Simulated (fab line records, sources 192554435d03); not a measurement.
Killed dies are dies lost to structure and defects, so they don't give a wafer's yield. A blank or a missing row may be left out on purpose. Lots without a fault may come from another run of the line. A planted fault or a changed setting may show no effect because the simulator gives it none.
Chamber matching | flow n5_finfet | N5_BEOL_M0_SAQP_ILD_DEP_01 on pecvd-03: 3 sister chambers
The step deposits SiOC from DEMS/O2, target thk 45.419 nm, time 8.7 s. 3 wafers are shown with their chamber, then 7 later ones without.

WAFERS WITH THEIR CHAMBER
wafer  | chamber | throttle_valve_pct (%)
L086.5 | 0       | 12.2
L092.4 | 1       | 13.5
L092.5 | 2       | 11.2

WAFERS WITHOUT THEIR CHAMBER
wafer  | throttle_valve_pct (%)
L092.6 | 12.2
L095.2 | 11.0
L095.3 | 13.3
L095.6 | 11.5
L097.2 | 12.1
L097.3 | 11.4
L097.5 | 13.4

WHICH CHAMBER EACH WENT THROUGH
wafer  | from the rows above | in truth
L092.6 | 0                   | 0
L095.2 | 2                   | 2
L095.3 | 1                   | 1
L095.6 | 2                   | 2
L097.2 | 0                   | 0
L097.3 | 2                   | 2
L097.5 | 1                   | 1
Placed correctly: 7 of 7. Can't be placed from these rows: 0. Placed wrongly: 0.
How it was worked out, from the rows above alone: a wafer's distance from a chamber is the root of the sum, over the readings, of the square of ((its reading less the chamber's mean) divided by the reading's scatter). The wafer belongs to the nearest chamber; if the next one is less than 2 further off, it can't be placed. A chamber's mean is the mean of its shown wafers. The scatter: with one shown wafer a chamber, the root of the mean of the squares of how far each hidden wafer lies from its nearest shown one.
